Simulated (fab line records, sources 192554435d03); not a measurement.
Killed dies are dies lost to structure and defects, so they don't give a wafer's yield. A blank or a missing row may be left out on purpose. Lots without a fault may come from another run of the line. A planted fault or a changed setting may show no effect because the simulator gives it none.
Split-lot experiment | flow n5_finfet | 7 lots, 21 wafers read, on a route of 1938 steps

THE SPLIT
At N5_BEOL_M11_ETCH_62 (etches SOC in N2/H2, target depth 110 nm, overetch 22 nm, time 165 s), the setting bias_w was moved away from the recipe's 150 W on 7 of the 21 wafers read, by -13.8% to +12.3%. The other wafers ran this setting at the recipe's value.

The reading is taken at the split's own step.

THE READING
rf_vpp_V, in V, at N5_BEOL_M11_ETCH_62 (etches SOC in N2/H2, target depth 110 nm, overetch 22 nm, time 165 s). Fault-free wafers of this fab line usually give 523.9 V, standard deviation 2.8 V.

wafer  | tool, chamber at the split | bias_w as run, W | against the recipe | rf_vpp_V, V | against lot-mates on the recipe
L076.1 | rie_diel-05, 0             | 150              | recipe             | 529.3       | -
L076.3 | rie_diel-05, 2             | 150              | recipe             | 525.3       | -
L076.6 | rie_diel-05, 0             | 150              | recipe             | 527.0       | -
L080.2 | rie_diel-01, 2             | 168.4            | +12.3%             | 566.7       | +46.4
L080.4 | rie_diel-01, 0             | 168.4            | +12.3%             | 561.6       | +41.3
L080.6 | rie_diel-01, 0             | 150              | recipe             | 520.3       | -
L079.2 | rie_diel-01, 0             | 150              | recipe             | 520.4       | -
L079.3 | rie_diel-01, 1             | 150              | recipe             | 525.5       | -
L079.5 | rie_diel-01, 3             | 150              | recipe             | 522.1       | -
L084.3 | rie_diel-05, 1             | 157.7            | +5.1%              | 536.2       | +16.0
L084.4 | rie_diel-05, 2             | 157.7            | +5.1%              | 543.0       | +22.8
L084.6 | rie_diel-05, 1             | 150              | recipe             | 520.2       | -
L088.2 | rie_diel-02, 3             | 129.3            | -13.8%             | 474.6       | -49.4
L088.4 | rie_diel-02, 1             | 129.3            | -13.8%             | 478.7       | -45.3
L088.6 | rie_diel-02, 2             | 150              | recipe             | 524.0       | -
L094.1 | rie_diel-02, 0             | 150              | recipe             | 523.2       | -
L094.3 | rie_diel-02, 1             | 158.4            | +5.6%              | 544.4       | +19.9
L094.5 | rie_diel-02, 1             | 150              | recipe             | 525.7       | -
L097.1 | rie_diel-01, 3             | 150              | recipe             | 519.5       | -
L097.2 | rie_diel-01, 1             | 150              | recipe             | 524.8       | -
L097.6 | rie_diel-01, 1             | 150              | recipe             | 523.6       | -

THE FIT
A straight line over all 21 wafers: rf_vpp_V changes by +3.36 V for each +1% of bias_w; r = +0.99; the points scatter about the line by 2.9 V.
The same after taking each lot's own level away (the mean of its wafers on the recipe; 21 wafers): +3.51 V for each +1%; r = +1.00; scatter 2.2 V.
On that fit, the largest move of bias_w shifts the reading by 48 V.
The lots' own levels span 520.20 to 527.20 V, that is 2.5 times the standard deviation above.
So the lot-to-lot level changes the slope little: the two slopes agree.
Check: with one of the wafers moved furthest among these (-13.8%) left out of the fit, the line predicts -47.5 V for it against its lot-mates. It came out at -49.4 V against them.
Tool readings at the split's step, against how far the setting was moved: rf_vpp_V r = +0.99.

OTHER SPLITS ON THESE WAFERS
These wafers also went through other splits before the reading. Each is held against what the fit with the lots' levels taken away leaves over:
other split on the same wafers | wafers away from the commonest value | r with rf_vpp_V (lot level and that fit taken away)
N5_BEOL_M8_PECVD_70 temp_c     | 6                                    | -0.01
N5_BEOL_M9_DESCUM_16 time_s    | 9                                    | +0.04
N5_BEOL_M10_EXPOSE_08 dose_mj  | 6                                    | +0.15

THE WHOLE CHAIN: every reading that the file lists as answering this split, in the file's order
step                | what it does                                                         | reading                                                                           | change (the file's fit)               | r (the file's)
N5_BEOL_M11_ETCH_62 | etches SOC in N2/H2, target depth 110 nm, overetch 22 nm, time 165 s | rf_vpp_V                                                                          | +3.52 V for each +1% of the setting   | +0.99
N5_BEOL_M11_ETCH_62 | etches SOC in N2/H2, target depth 110 nm, overetch 22 nm, time 165 s | SiARC_of_BEOL_M11_COAT_60.thk_nm (the simulator's own value, which no gauge read) | -0.084 nm for each +1% of the setting | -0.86

THE FILE'S OWN FIT
rf_vpp_V changes by +3.52 V for each +1% of bias_w, r = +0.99.
